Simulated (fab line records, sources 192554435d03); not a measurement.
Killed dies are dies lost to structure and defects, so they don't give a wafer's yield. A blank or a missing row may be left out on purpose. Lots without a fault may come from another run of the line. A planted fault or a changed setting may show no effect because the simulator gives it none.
Tool commonality check | flow n5_finfet | 10 lots, 30 wafers sampled

WHY IT WAS OPENED
At N5_DUMMY_GATE_INSPECT_27 the reading raw_defect_count is flagged on 2 of 10 lots. Wafers without a fault read 298, standard deviation 81.
Rule: a lot is flagged when every wafer of it that has a number lies more than 4 standard deviations from that mean, or none has a number. The other lots count as sound.

lot  | measured    | on                | raw_defect_count, wafer by wafer | flag
L668 | day 3 01:28 | defect_inspect-01 | 237 229 233                      |
L670 | day 3 18:46 | defect_inspect-02 | 208 215 245                      |
L672 | day 3 23:50 | defect_inspect-02 | 426 327 264                      |
L673 | day 4 09:13 | defect_inspect-01 | 230 313 229                      |
L676 | day 5 07:58 | defect_inspect-02 | 206 276 335                      |
L684 | day 6 23:52 | defect_inspect-02 | 723 792 813                      | FLAGGED
L686 | day 7 10:23 | defect_inspect-02 | 397 249 315                      |
L685 | day 7 10:40 | defect_inspect-02 | 940 848 928                      | FLAGGED
L688 | day 8 01:46 | defect_inspect-02 | 201 288 265                      |
L691 | day 8 20:04 | defect_inspect-01 | 198 290 287                      |
The numbers of the flagged lots are 841 on average: +543 against the usual, or +7 standard deviations.

WHICH TOOL RAN EACH LOT
The record holds 2 process steps before the reading, out of a route of 1938 steps. In each cell: the tool, then ch and the chambers that the sampled wafers went through, then the start.
lot  | flag    | N5_STI_FIN_REVEAL_OXIDATION_33      | N5_DUMMY_GATE_ETCH_36
L668 |         | plasma_asher-01 ch 1, day 2 14:56   | rie_diel-04 ch 0,2, day 3 00:22
L670 |         | plasma_asher-01 ch 0,1, day 3 04:11 | rie_diel-02 ch 0,1,2, day 3 17:43
L672 |         | plasma_asher-01 ch 0,1, day 3 13:45 | rie_diel-02 ch 0,1,2, day 3 22:47
L673 |         | plasma_asher-02 ch 0,1, day 3 19:10 | rie_diel-02 ch 0,3, day 4 07:37
L676 |         | plasma_asher-02 ch 0,1, day 4 12:25 | rie_diel-02 ch 0,1,2, day 5 06:04
L684 | FLAGGED | plasma_asher-01 ch 0,1, day 6 13:15 | rie_diel-02 ch 2,3, day 6 22:34
L686 |         | plasma_asher-01 ch 0,1, day 7 00:10 | rie_diel-05 ch 0,3, day 7 09:18
L685 | FLAGGED | plasma_asher-01 ch 0,1, day 6 18:49 | rie_diel-02 ch 1,2,3, day 7 09:31
L688 |         | plasma_asher-01 ch 0,1, day 7 14:53 | rie_diel-05 ch 0,2, day 8 00:41
L691 |         | plasma_asher-01 ch 0,1, day 8 07:55 | rie_diel-04 ch 0,2,3, day 8 19:01
What these steps do:
- N5_STI_FIN_REVEAL_OXIDATION_33: chemistry O2 PLASMA REMOTE, time 20 s.
- N5_DUMMY_GATE_ETCH_36: etches SiARC in CF4, target depth 13 nm.
- N5_DUMMY_GATE_INSPECT_27: inspects for defects (brightfield).

FLAGGED OVER TOTAL, TOOL BY TOOL (the gauges that took the reading come last)
step                           | tool              | lots run | flagged | share of the flagged lots | sound lots run after its first flagged lot
N5_STI_FIN_REVEAL_OXIDATION_33 | plasma_asher-01   | 8        | 2       | all                       | 3 (L686,L688,L691)
N5_STI_FIN_REVEAL_OXIDATION_33 | plasma_asher-02   | 2        | 0       | none                      | -
N5_DUMMY_GATE_ETCH_36          | rie_diel-02       | 6        | 2       | all                       | 0
N5_DUMMY_GATE_ETCH_36          | rie_diel-04       | 2        | 0       | none                      | -
N5_DUMMY_GATE_ETCH_36          | rie_diel-05       | 2        | 0       | none                      | -
N5_DUMMY_GATE_INSPECT_27       | defect_inspect-01 | 3        | 0       | none                      | -
N5_DUMMY_GATE_INSPECT_27       | defect_inspect-02 | 7        | 2       | all                       | 2 (L686,L688)

WHAT THE TABLE ALLOWS
3 rows of the table ran every flagged lot: plasma_asher-01 at N5_STI_FIN_REVEAL_OXIDATION_33, rie_diel-02 at N5_DUMMY_GATE_ETCH_36, defect_inspect-02 at N5_DUMMY_GATE_INSPECT_27.
- plasma_asher-01 at N5_STI_FIN_REVEAL_OXIDATION_33: 2 of its 8 lots flagged. Sound lots ran on it after the first flagged one (L686, L688, L691), which a lasting fault on the whole tool wouldn't allow.
- rie_diel-02 at N5_DUMMY_GATE_ETCH_36: 2 of its 6 lots flagged. Its last sound lot is L676 (day 5 06:04), its first flagged lot L684 (day 6 22:34): a fault that began between those two fits.
- defect_inspect-02 at N5_DUMMY_GATE_INSPECT_27: 2 of its 7 lots flagged. Sound lots ran on it after the first flagged one (L686, L688), which a lasting fault on the whole tool wouldn't allow.
One tool is left: rie_diel-02 at N5_DUMMY_GATE_ETCH_36.

WHAT THE SIMULATOR HAD PUT IN
Chamber particle source: rie_diel-02, from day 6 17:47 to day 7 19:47, at N5_DUMMY_GATE_ETCH_36. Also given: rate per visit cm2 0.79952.
Lots struck among those shown: L684, L685. The rule above found the same.
